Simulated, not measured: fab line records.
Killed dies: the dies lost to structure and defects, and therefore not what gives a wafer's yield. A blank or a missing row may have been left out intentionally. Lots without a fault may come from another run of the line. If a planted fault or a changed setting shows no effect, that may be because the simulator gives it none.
Which tool did it? | flow n5 finfet | 24 lots, 72 wafers sampled, at 3 steps of a route of 1938

## WHAT THE GAUGES SHOWED, per wafer
N5_BEOL_M2_CD_MEAS_18: pitch 36 nm, target cd 18 nm. Usual: 18.1 nm for cd nm, sd 0.34.
lot  | measured     | on        | cd nm (nm)     | flag
L074 | day 6 18:16  | cd sem-03 | 18.0 18.3 18.4 |
L075 | day 6 22:21  | cd sem-01 | 18.3 17.9 17.6 |
L076 | day 7 01:11  | cd sem-02 | 17.6 18.3 18.1 |
L077 | day 7 08:47  | cd sem-02 | 18.5 17.9 17.7 |
L078 | day 7 22:14  | cd sem-01 | 18.4 18.1 18.2 |
L079 | day 7 23:40  | cd sem-01 | 18.1 17.8 18.5 |
L080 | day 8 06:17  | cd sem-03 | 17.1 17.5 17.5 |
L081 | day 8 10:19  | cd sem-03 | 17.8 18.1 17.9 |
L082 | day 8 16:10  | cd sem-02 | 18.2 18.4 18.3 |
L083 | day 9 03:30  | cd sem-01 | 18.3 18.2 18.2 |
L084 | day 9 04:50  | cd sem-01 | 17.8 17.7 18.0 |
L085 | day 9 09:07  | cd sem-02 | 18.1 17.9 17.7 |
L086 | day 9 17:05  | cd sem-01 | 18.2 18.3 17.8 |
L087 | day 9 21:01  | cd sem-03 | 18.5 17.7 18.5 |
L088 | day 10 15:14 | cd sem-03 | 18.0 18.3 18.2 |
L090 | day 10 19:07 | cd sem-03 | 18.8 18.3 18.1 |
L089 | day 10 19:52 | cd sem-01 | 18.3 17.8 17.9 |
L091 | day 11 00:23 | cd sem-03 | 17.7 17.3 17.7 |
L092 | day 11 02:20 | cd sem-03 | 18.3 17.4 18.2 |
L093 | day 11 11:52 | cd sem-02 | 18.1 17.8 18.0 |
L094 | day 11 18:38 | cd sem-02 | 18.1 18.4 18.6 |
L095 | day 11 22:07 | cd sem-03 | 18.1 18.4 18.1 |
L096 | day 12 07:28 | cd sem-03 | 17.7 17.5 17.6 |
L097 | day 12 10:39 | cd sem-02 | 17.5 18.1 18.4 |

N5_BEOL_M2_CD_MEAS_35: target cd 18 nm, target cd y 22.2 nm. Usual: 18.0 nm for cd nm, sd 0.32.
lot  | measured     | on        | cd nm (nm)     | flag
L074 | day 6 20:50  | cd sem-03 | 18.1 18.2 18.2 |
L075 | day 7 00:10  | cd sem-03 | 18.0 18.2 17.5 |
L076 | day 7 03:09  | cd sem-02 | 18.2 17.8 17.7 |
L077 | day 7 10:41  | cd sem-02 | 18.6 18.0 17.7 |
L078 | day 8 01:25  | cd sem-03 | 18.1 17.6 17.9 |
L079 | day 8 02:20  | cd sem-03 | 18.3 18.2 18.4 |
L080 | day 8 08:57  | cd sem-02 | 17.5 17.4 17.7 |
L081 | day 8 11:56  | cd sem-03 | 18.3 18.0 18.3 |
L082 | day 8 21:12  | cd sem-02 | 18.3 18.6 18.6 |
L083 | day 9 05:06  | cd sem-03 | 18.1 18.1 18.3 |
L084 | day 9 06:13  | cd sem-03 | 17.9 18.2 18.3 |
L085 | day 9 10:28  | cd sem-02 | 18.8 17.9 18.1 |
L086 | day 9 20:28  | cd sem-02 | 17.9 18.2 17.7 |
L087 | day 10 16:49 | cd sem-03 | 18.2 18.1 18.4 |
L088 | day 10 20:44 | cd sem-02 | 18.0 18.0 18.2 |
L090 | day 11 00:46 | cd sem-01 | 17.9 17.8 18.1 |
L089 | day 11 08:17 | cd sem-01 | 18.3 18.4 18.3 |
L091 | day 11 09:00 | cd sem-03 | 17.3 17.6 17.7 |
L092 | day 11 07:56 | cd sem-02 | 17.9 17.5 18.5 |
L093 | day 11 15:50 | cd sem-01 | 17.9 17.3 17.7 |
L094 | day 11 23:14 | cd sem-01 | 18.1 18.3 18.4 |
L095 | day 12 06:01 | cd sem-03 | 18.3 18.1 18.1 |
L096 | day 12 14:55 | cd sem-01 | 17.9 17.9 17.4 |
L097 | day 12 22:11 | cd sem-03 | 17.4 17.6 18.5 |

## WHICH TOOL RAN EACH LOT (tool, then ch and the chambers of the sampled wafers, then the start)
lot  | N5_BEOL_M2_ALD_98
L074 | ald sin-04 ch 0,2,3, day 6 19:22
L075 | ald sin-03 ch 0,2, day 6 23:29
L076 | ald sin-04 ch 0,1, day 7 01:45
L077 | ald sin-03 ch 0,1, day 7 09:22
L078 | ald sin-03 ch 0,1,2, day 7 22:56
L079 | ald sin-01 ch 1,2,3, day 8 00:18
L080 | ald sin-01 ch 1,3, day 8 07:32
L081 | ald sin-03 ch 2,3, day 8 11:08
L082 | ald sin-01 ch 0,1,3, day 8 17:02
L083 | ald sin-01 ch 0,1, day 9 04:22
L084 | ald sin-03 ch 1,2,3, day 9 05:32
L085 | ald sin-04 ch 0,1, day 9 09:46
L086 | ald sin-03 ch 0,1,2, day 9 17:40
L087 | ald sin-03 ch 2,3, day 9 21:37
L088 | ald sin-04 ch 0,1,3, day 10 17:43
L090 | ald sin-01 ch 0,1,2, day 10 21:34
L089 | ald sin-04 ch 0,2,3, day 10 22:52
L091 | ald sin-01 ch 1,2, day 11 01:37
L092 | ald sin-01 ch 0,1,2, day 11 03:02
L093 | ald sin-03 ch 1,2,3, day 11 12:26
L094 | ald sin-03 ch 0,1,3, day 11 19:29
L095 | ald sin-04 ch 0,1,2, day 11 23:10
L096 | ald sin-01 ch 0,3, day 12 08:05
L097 | ald sin-04 ch 0,1,3, day 12 11:18
- N5_BEOL_M2_ALD_98: deposits SiO2, target thk 2.5 nm, pulse time 1 s, co reactant pulse time 1 s.

## WHAT THE TOOLS THEMSELVES READ (means of the sampled wafers that have a number; where no wafer has one, the mark that the record gives instead)
N5_BEOL_M2_ALD_98. Usual: heater power w 76 W, standard deviation 6.6; precursor pulse height rel 1.001, standard deviation 0.021.
lot  | tool       | heater power w (W) | precursor pulse height rel | flag
L074 | ald sin-04 | 83                 | 1.009                      |
L075 | ald sin-03 | 77                 | 0.995                      |
L076 | ald sin-04 | 77                 | 0.991                      |
L077 | ald sin-03 | 66                 | 1.010                      |
L078 | ald sin-03 | 72                 | 0.996                      |
L079 | ald sin-01 | 77                 | 0.980                      |
L080 | ald sin-01 | 79                 | 0.995                      |
L081 | ald sin-03 | 77                 | 0.996                      |
L082 | ald sin-01 | 78                 | 1.005                      |
L083 | ald sin-01 | 73                 | 1.019                      |
L084 | ald sin-03 | 73                 | 0.987                      |
L085 | ald sin-04 | 76                 | 0.999                      |
L086 | ald sin-03 | 72                 | 1.032                      |
L087 | ald sin-03 | 77                 | 1.001                      |
L088 | ald sin-04 | 77                 | 0.998                      |
L090 | ald sin-01 | 75                 | 0.990                      |
L089 | ald sin-04 | 80                 | 1.022                      |
L091 | ald sin-01 | 75                 | 0.999                      |
L092 | ald sin-01 | 74                 | 1.003                      |
L093 | ald sin-03 | 72                 | 1.030                      |
L094 | ald sin-03 | 71                 | 1.005                      |
L095 | ald sin-04 | 81                 | 0.987                      |
L096 | ald sin-01 | 83                 | 0.989                      |
L097 | ald sin-04 | 76                 | 0.999                      |

## THE ANSWER, worked out from the rows above alone
Rule: lot off if the mean of its wafers having a number is beyond 3 standard deviations from the usual mean. Also off: a lot with no number at a reading for which 4 or more lots have one. Any other lot the step has rows for is counted as sound. The gauges are gone through in route order, then the tools' own readings, and for those a lot's mean is taken as printed above. The first step at which some lot is off is used, and at that step the reading that is off furthest; a lot without a number counts as furthest.
No lot is off on any of the readings shown, so nothing can be concluded from this.

## WHAT THE SIMULATOR HAD PUT IN
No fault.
